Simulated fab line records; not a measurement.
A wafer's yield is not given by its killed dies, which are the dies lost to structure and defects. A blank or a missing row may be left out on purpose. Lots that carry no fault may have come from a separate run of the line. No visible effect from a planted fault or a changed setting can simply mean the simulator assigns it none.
Matching of chambers + flow n5_finfet + rie_diel-04 running N5_BEOL_M7_VIA_ETCH_34: 4 sister chambers
The step etches SiCOH lowk in C4F6/O2, target depth 125.5 nm, time 50.5 s. 14 wafers are shown with their chamber, then 7 later ones without.

WAFERS, EACH WITH ITS CHAMBER
| wafer  | chamber | showerhead_plenum_p_Torr (Torr) | throttle_valve_pct (%) | rf_vpp_V (V) |
|--------|---------|---------------------------------|------------------------|--------------|
| L078.1 | 3       | 2.96                            | 20.97                  | 678          |
| L078.5 | 2       | 2.84                            | 20.87                  | 656          |
| L078.6 | 1       | 2.95                            | 20.95                  | 660          |
| L080.2 | 1       | 2.94                            | 20.96                  | 659          |
| L080.3 | 2       | 2.83                            | 20.88                  | 658          |
| L080.6 | 1       | 2.94                            | 20.95                  | 660          |
| L088.2 | 2       | 2.83                            | 20.91                  | 658          |
| L088.3 | 0       | 2.71                            | 21.36                  | 673          |
| L088.5 | 0       | 2.71                            | 21.32                  | 675          |
| L089.1 | 0       | 2.71                            | 21.35                  | 674          |
| L089.2 | 3       | 2.95                            | 20.98                  | 675          |
| L089.3 | 1       | 2.93                            | 20.97                  | 658          |
| L094.2 | 1       | 2.93                            | 20.98                  | 658          |
| L094.5 | 1       | 2.93                            | 20.98                  | 661          |

SIGNATURES (means of the wafers above)
| reading                  | chamber 0 | chamber 1 | chamber 2 | chamber 3 | scatter within a chamber |
|--------------------------|-----------|-----------|-----------|-----------|--------------------------|
| showerhead_plenum_p_Torr | 2.7100    | 2.9367    | 2.8333    | 2.9550    | 0.00671                  |
| throttle_valve_pct       | 21.3433   | 20.9650   | 20.8867   | 20.9750   | 0.0165                   |
| rf_vpp_V                 | 674.00    | 659.33    | 657.33    | 676.50    | 1.28                     |
Rule: for a wafer and a chamber, the distance is found by dividing, reading by reading, the gap between the wafer's reading and the chamber's mean by the reading's scatter, squaring, summing and taking the root. If the next closest chamber is less than 2 further off than the closest, the wafer can't be placed; otherwise it belongs to the closest. How the scatter is found: for the shown wafers, subtract from each reading the mean of its chamber, square and add these, divide the total by (wafers less chambers), then take the root.

WAFERS WHOSE CHAMBER IS MISSING
| wafer  | showerhead_plenum_p_Torr (Torr) | throttle_valve_pct (%) | rf_vpp_V (V) |
|--------|---------------------------------|------------------------|--------------|
| L094.6 | 2.83                            | 20.91                  | 657          |
| L093.3 | 2.94                            | 21.01                  | 676          |
| L093.5 | 2.93                            | 20.99                  | 658          |
| L093.6 | 2.82                            | 20.91                  | 657          |
| L097.1 | 2.93                            | 20.99                  | 658          |
| L097.2 | 2.94                            | 21.02                  | 677          |
| L097.6 | 3.04                            | 20.98                  | 687          |

EACH ONE'S CHAMBER
| wafer  | from the rows above | in truth                   |
|--------|---------------------|----------------------------|
| L094.6 | 2                   | 2                          |
| L093.3 | 3                   | 3                          |
| L093.5 | 1                   | 1                          |
| L093.6 | 2                   | 2                          |
| L097.1 | 1                   | 1                          |
| L097.2 | 3                   | 3                          |
| L097.6 | 3                   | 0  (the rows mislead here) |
Correctly placed: 6 of 7. Left unplaced by these rows: 0. 1 placed wrongly.
